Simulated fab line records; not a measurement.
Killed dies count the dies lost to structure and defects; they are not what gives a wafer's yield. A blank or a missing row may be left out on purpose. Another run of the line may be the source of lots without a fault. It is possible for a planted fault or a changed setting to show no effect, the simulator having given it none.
What tool caused it?    flow nand_harc    11 lots, 33 wafers sampled, at 6 steps of a route of 1302

WHAT THE GAUGES SHOWED, per wafer
NHARC_THIN_TSV_CD_MEAS_33: target cd 5000 nm.
lot   measured      on         cd_nm (nm)
L513  day 24 07:49  cd_sem-02  5001.8 5002.9 4999.8
L512  day 24 13:32  cd_sem-02  4999.3 4999.2 5002.2
L514  day 25 07:01  cd_sem-01  4999.3 5003.0 5000.2
L521  day 27 18:28  cd_sem-01  4999.3 4999.5 5002.4
L523  day 29 04:20  cd_sem-03  4999.2 4998.4 5001.8
L527  day 30 03:12  cd_sem-03  5003.0 5003.8 5002.0
L529  day 30 08:25  cd_sem-01  5007.5 5001.3 5004.3
L532  day 32 19:22  cd_sem-02  5000.5 4999.7 5000.9
L534  day 33 01:23  cd_sem-01  5002.3 5002.4 5002.8
L535  day 33 01:37  cd_sem-03  5001.9 5001.2 4999.3
L533  day 33 03:02  cd_sem-01  4999.6 4997.2 5002.5

NHARC_THIN_TSV_INSPECT_40.
lot   measured      on                 raw_defect_count
L513  day 24 13:46  defect_inspect-02  678 552 477
L512  day 24 21:14  defect_inspect-01  669 667 604
L514  day 25 13:02  defect_inspect-02  521 473 591
L521  day 28 02:08  defect_inspect-02  446 405 381
L523  day 29 10:13  defect_inspect-02  463 490 452
L527  day 30 09:12  defect_inspect-02  499 568 652
L529  day 30 15:02  defect_inspect-01  629 564 535
L532  day 33 03:08  defect_inspect-01  6268 6430 6223
L534  day 33 09:13  defect_inspect-01  6375 6389 6416
L535  day 33 09:13  defect_inspect-01  641 562 639
L533  day 33 09:13  defect_inspect-02  6243 6308 6407

NHARC_END_SORT_01.
lot   measured      on         defect_limited_yield (%)  killed_at_array  killed_at_other  killed_at_periphery  killed_dies  killed_open  killed_short  sort_bin_2_pct (%)  sort_bin_3_pct (%)  sort_bin_4_pct (%)  sort_n_pass  sort_rim_yield_pct (%)  sort_yield_pct (%)
L532  day 33 06:11  prober-02  0 0 0                     46 49 54         623 627 618      8 1 5                677 677 677  3 6 4        1 2 1         2.8 4.3 3.5         92.3 92.6 91.9      4.9 3.1 4.6         0 0 0        0 0 0                   0 0 0
L534  day 33 20:53  prober-01  0 0 0                     45 35 43         630 636 624      2 6 10               677 677 677  0 1 4        0 1 1         2.7 1.2 2.4         93.2 94.2 92.5      4.1 4.6 5.2         0 0 0        0 0 0                   0 0 0
L533  day 33 12:17  prober-01  0 0 0                     36 26 24         636 647 650      5 4 3                677 677 677  2 2 4        1 1 4         1.8 0.9 1.6         94.2 96.0 96.2      4.0 3.1 2.2         0 0 0        0 0 0                   0 0 0

WHICH TOOL RAN EACH LOT (tool, then ch and the chambers of the sampled wafers, then the start)
lot   NHARC_A_BONDPAD_CMP_19         NHARC_THIN_TSV_CMP_21          NHARC_THIN_TSV_STRIP_56
L513  cmp-03 ch 0,1, day 23 16:11    cmp-03 ch 0,3, day 24 06:13    plasma_asher-01 ch 0,1, day 24 08:27
L512  cmp-01 ch 0,1,2, day 23 19:04  cmp-01 ch 0,3, day 24 11:59    plasma_asher-02 ch 0,1, day 24 14:14
L514  cmp-01 ch 1,2,3, day 24 12:27  cmp-02 ch 1,2,3, day 25 05:25  plasma_asher-02 ch 0,1, day 25 07:40
L521  cmp-04 ch 1,2, day 26 21:03    cmp-03 ch 0,3, day 27 16:52    plasma_asher-01 ch 0,1, day 27 19:07
L523  cmp-04 ch 0,1,2, day 28 04:26  cmp-01 ch 2,3, day 29 02:43    plasma_asher-02 ch 0,1, day 29 05:01
L527  cmp-03 ch 0,1,2, day 29 08:14  cmp-02 ch 0,1,3, day 30 01:35  plasma_asher-02 ch 0,1, day 30 03:53
L529  cmp-04 ch 0,1,3, day 29 13:35  cmp-03 ch 0,2,3, day 30 06:58  plasma_asher-02 ch 0,1, day 30 09:43
L532  cmp-04 ch 0,1, day 31 16:42    cmp-01 ch 0,1,2, day 32 16:38  plasma_asher-02 ch 0,1, day 32 20:00
L534  cmp-03 ch 0,1,2, day 32 03:08  cmp-03 ch 0,1,3, day 32 23:47  plasma_asher-01 ch 0,1, day 33 02:02
L535  cmp-01 ch 0,1,3, day 32 04:47  cmp-01 ch 2,3, day 32 23:55    plasma_asher-02 ch 0,1, day 33 02:18
L533  cmp-04 ch 0,2,3, day 32 06:26  cmp-01 ch 0,1,2, day 33 01:28  plasma_asher-01 ch 0,1, day 33 03:44
- NHARC_A_BONDPAD_CMP_19: polishes, t overpolish 30 s, cu recess touch 16 s, target thk 169.82 nm.
- NHARC_THIN_TSV_CMP_21: polishes, t overpolish 30 s, target thk 2000 nm.
- NHARC_THIN_TSV_STRIP_56: strips in O2.

WHAT THE TOOLS THEMSELVES READ (means of the sampled wafers that have a number; where no wafer has one, the mark that the record gives instead)
NHARC_A_BONDPAD_CMP_19.
lot   tool    edge_zone_pressure_frac  motor_current_A (A)  overpolish_run_s (s)
L513  cmp-03  0.999                    12.1                 29.987
L512  cmp-01  1.003                    12.2                 29.986
L514  cmp-01  1.001                    12.3                 29.997
L521  cmp-04  1.004                    12.3                 30.007
L523  cmp-04  1.000                    12.6                 30.009
L527  cmp-03  1.002                    11.6                 30.008
L529  cmp-04  1.001                    12.4                 29.996
L532  cmp-04  1.004                    12.7                 30.000
L534  cmp-03  1.001                    11.7                 29.999
L535  cmp-01  0.999                    12.1                 30.002
L533  cmp-04  1.001                    12.0                 30.006

NHARC_THIN_TSV_CMP_21.
lot   tool    edge_zone_pressure_frac  motor_current_A (A)  overpolish_run_s (s)
L513  cmp-03  1.007                    12.0                 30.005
L512  cmp-01  1.002                    12.0                 30.000
L514  cmp-02  1.003                    11.7                 30.000
L521  cmp-03  1.000                    11.7                 30.008
L523  cmp-01  1.004                    12.0                 29.993
L527  cmp-02  0.999                    11.8                 30.008
L529  cmp-03  0.999                    11.7                 29.997
L532  cmp-01  -                        -                    -
L534  cmp-03  -                        -                    -
L535  cmp-01  1.004                    11.7                 29.987
L533  cmp-01  -                        -                    -

NHARC_THIN_TSV_STRIP_56.
lot   tool             drypump_motor_current_A (A)  heater_power_w (W)  temp_c (C)
L513  plasma_asher-01  5.62                         297                 249.91
L512  plasma_asher-02  5.79                         324                 249.92
L514  plasma_asher-02  5.81                         328                 250.20
L521  plasma_asher-01  5.61                         296                 250.06
L523  plasma_asher-02  5.77                         318                 250.10
L527  plasma_asher-02  5.63                         306                 249.94
L529  plasma_asher-02  5.79                         327                 250.05
L532  plasma_asher-02  5.63                         301                 249.83
L534  plasma_asher-01  5.60                         325                 250.08
L535  plasma_asher-02  5.63                         303                 249.95
L533  plasma_asher-01  5.59                         328                 249.89

THE ANSWER, worked out from the rows above alone
Rule: what is usual is taken from the lots themselves. Put in order of their means at a reading, lots are off if they are a third of the lots or fewer, leave a main group of 4 or more, and stand apart from it by a gap of 3 or more times the standard deviation of the main group's means; of several such gaps the widest counts. A main group whose means are all the same, to the digits that the tables above print for the reading, isn't used. Also off: a lot with no number at a reading for which 4 or more lots have one. The other lots that the step has rows for count as sound. First the gauges in route order, then the tools' own readings, where a lot's mean is used as printed above. The first step at which some lot is off is used, and at that step the reading that is off furthest; a lot without a number counts as furthest.
Off: L532, L534, L533, at NHARC_THIN_TSV_INSPECT_40 (raw_defect_count). The main group: mean 548, standard deviation 72.
If a tool, at a process step before that reading, ran all the lots that are off and no sound lot after the first of them, it fits. The gauges at NHARC_THIN_TSV_INSPECT_40 aren't tried: what is off there is off at NHARC_THIN_TSV_CMP_21 too, on other tools, and a gauge's error can't cause that. Of those tried, none fits.

WHAT THE SIMULATOR HAD PUT IN
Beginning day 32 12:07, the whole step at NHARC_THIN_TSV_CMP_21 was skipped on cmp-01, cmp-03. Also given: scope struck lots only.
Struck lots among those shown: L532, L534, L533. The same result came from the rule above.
